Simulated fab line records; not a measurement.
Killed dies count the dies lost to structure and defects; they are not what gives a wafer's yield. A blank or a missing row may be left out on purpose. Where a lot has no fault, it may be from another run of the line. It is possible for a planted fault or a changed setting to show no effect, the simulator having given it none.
The tool behind it: which one? ; flow nand_harc ; Sampling: 13 lots, 39 wafers, 5 of 1159 route steps

## WHAT EACH GAUGE READ, for each wafer
NHARC_HYBRID_BOND_OVL_MEAS_05. Usual: overlay_x_nm 4 nm, standard deviation 31; overlay_y_nm 0 nm, standard deviation 37.
lot;measured;on;overlay_x_nm (nm);overlay_y_nm (nm);flag
L155;day 18 14:20;overlay-01;-50 31 41;-30 1 -23;
L154;day 18 14:21;overlay-02;63 -41 -14;15 31 -7;
L156;day 18 22:23;overlay-02;23 25 -30;-20 45 37;
L158;day 20 04:57;overlay-01;49 -17 5;-5 -43 14;
L157;day 18 22:23;overlay-01;17 41 -15;56 -52 -19;
L159;day 18 22:23;overlay-02;-46 -2 57;-6 13 20;
L160;day 19 18:42;overlay-01;-14 17 21;16 47 4;
L161;day 20 00:32;overlay-02;40 23 57;69 -14 44;
L163;day 20 16:31;overlay-01;32 28 -12;-1 -25 54;
L162;day 20 16:31;overlay-02;63 24 9;-29 0 -3;
L171;day 23 03:09;overlay-01;-8 -3;15 -42;
L174;day 23 21:19;overlay-01;-5 29;5 28;
L176;day 24 03:02;overlay-01;-3 -16 25;52 -7 -42;

NHARC_END_SORT_01. Usual: killed_at_array 28, standard deviation 11; killed_at_other 0.6, standard deviation 0.85; killed_at_periphery 2.8, standard deviation 2.3; killed_dies 31, standard deviation 11; killed_open 3.1, standard deviation 1.6; killed_short 2.0, standard deviation 1.4.
lot;measured;on;killed_at_array;killed_at_other;killed_at_periphery;killed_dies;killed_open;killed_short;flag
L171;day 24 01:08;prober-02;12 13 11;0 0 0;5 4 666;17 17 677;3 4 7;2 3 1;OFF
L174;day 24 15:09;prober-02;18 22 18;1 0 1;4 1 658;23 23 677;6 1 3;1 3 1;OFF

## EACH LOT AND THE TOOL THAT RAN IT (in order: tool; ch and the chambers of the sampled wafers; start)
lot;NHARC_P_GATE_DEVELOP_45;NHARC_A_BONDPAD_ANNEAL_28;NHARC_THIN_TSV_CMP_01
L155;litho_track-03 ch 0, day 5 10:00;rtp_anneal-02 ch 0, day 18 00:29;cmp-03 ch 0,2,3, day 18 16:58
L154;litho_track-07 ch 0, day 5 11:00;rtp_anneal-01 ch 0, day 18 01:18;cmp-02 ch 1,2,3, day 18 18:13
L156;litho_track-07 ch 0, day 5 16:00;rtp_anneal-02 ch 0, day 18 12:44;cmp-02 ch 1,2,3, day 19 02:11
L158;litho_track-03 ch 0, day 6 01:00;rtp_anneal-01 ch 0, day 19 18:05;cmp-04 ch 0,1, day 20 06:23
L157;litho_track-05 ch 0, day 6 01:00;rtp_anneal-01 ch 0, day 18 12:59;cmp-04 ch 0,1,2, day 18 23:49
L159;litho_track-05 ch 0, day 6 08:00;rtp_anneal-02 ch 0, day 18 08:14;cmp-02 ch 0,1,2, day 19 01:00
L160;litho_track-05 ch 0, day 6 17:00;rtp_anneal-01 ch 0, day 19 08:11;cmp-02 ch 2,3, day 19 20:08
L161;litho_track-03 ch 0, day 7 08:00;rtp_anneal-01 ch 0, day 19 11:59;cmp-04 ch 0,2,3, day 20 01:58
L163;litho_track-03 ch 0, day 7 09:00;rtp_anneal-02 ch 0, day 20 07:43;cmp-02 ch 1,2, day 20 19:08
L162;litho_track-05 ch 0, day 7 09:00;rtp_anneal-02 ch 0, day 20 05:50;cmp-02 ch 1,2,3, day 20 17:55
L171;litho_track-03 ch 0, day 9 09:00;rtp_anneal-01 ch 0, day 22 16:35;cmp-04 ch 2,3, day 23 04:37
L174;litho_track-03 ch 0, day 10 07:00;rtp_anneal-01 ch 0, day 23 10:10;cmp-04 ch 2,3, day 23 22:44
L176;litho_track-07 ch 0, day 10 22:00;rtp_anneal-02 ch 0, day 23 16:24;cmp-03 ch 2,3, day 24 06:52
- NHARC_P_GATE_DEVELOP_45: time 70 s.
- NHARC_A_BONDPAD_ANNEAL_28: time 90 s.
- NHARC_THIN_TSV_CMP_01: polishes.

## WHAT THE TOOLS THEMSELVES READ (means of the sampled wafers that have a number; where no wafer has one, the mark that the record gives instead)
NHARC_A_BONDPAD_ANNEAL_28. Usual: wafer_temp_C_max at 226.2, with a standard deviation of 0.39.
lot;tool;wafer_temp_C_max;flag
L155;rtp_anneal-02;225.9;
L154;rtp_anneal-01;226.4;
L156;rtp_anneal-02;226.2;
L158;rtp_anneal-01;226.4;
L157;rtp_anneal-01;226.3;
L159;rtp_anneal-02;225.9;
L160;rtp_anneal-01;226.5;
L161;rtp_anneal-01;226.4;
L163;rtp_anneal-02;225.8;
L162;rtp_anneal-02;225.8;
L171;rtp_anneal-01;226.2;
L174;rtp_anneal-01;226.3;
L176;rtp_anneal-02;226.0;

NHARC_THIN_TSV_CMP_01. Usual: motor_current_A 12.3 A, standard deviation 1.1; pad_life_wafers 297, standard deviation 200.
lot;tool;motor_current_A (A);pad_life_wafers;flag
L155;cmp-03;11.7;446;
L154;cmp-02;11.5;621;
L156;cmp-02;11.7;674;
L158;cmp-04;12.3;402;
L157;cmp-04;12.8;211;
L159;cmp-02;12.2;667;
L160;cmp-02;12.1;61;
L161;cmp-04;13.2;373;
L163;cmp-02;11.2;192;
L162;cmp-02;11.3;188;
L171;cmp-04;13.9;236;
L174;cmp-04;13.4;360;
L176;cmp-03;11.7;32;

## THE ANSWER, worked out from the rows above alone
Rule: lot off if the mean of its wafers having a number is beyond 3 standard deviations from the usual mean. A lot without any number at a reading at which 4 lots or more have one is off too. The other lots that the step has rows for count as sound. First the gauges in route order, then the tools' own readings, where a lot's mean is used as printed above. At the first step where some lot is off, the reading lying furthest off is the one used; lots without a number count as furthest.
Off at NHARC_END_SORT_01 (killed_at_periphery): L171, L174. Neither off nor sound, because the step has no rows for them: L155, L154, L156, L158, L157, L159, L160, L161, L163, L162, L176.
If a tool, at a process step before that reading, ran all the lots that are off and no sound lot after the first of them, it fits. Those tools and the gauges at NHARC_END_SORT_01 are tried in the same way. Can't be told from this: 4 tools fit, litho_track-03 at NHARC_P_GATE_DEVELOP_45, rtp_anneal-01 at NHARC_A_BONDPAD_ANNEAL_28, cmp-04 at NHARC_THIN_TSV_CMP_01, prober-02 at NHARC_END_SORT_01.

## WHAT THE SIMULATOR HAD PUT IN
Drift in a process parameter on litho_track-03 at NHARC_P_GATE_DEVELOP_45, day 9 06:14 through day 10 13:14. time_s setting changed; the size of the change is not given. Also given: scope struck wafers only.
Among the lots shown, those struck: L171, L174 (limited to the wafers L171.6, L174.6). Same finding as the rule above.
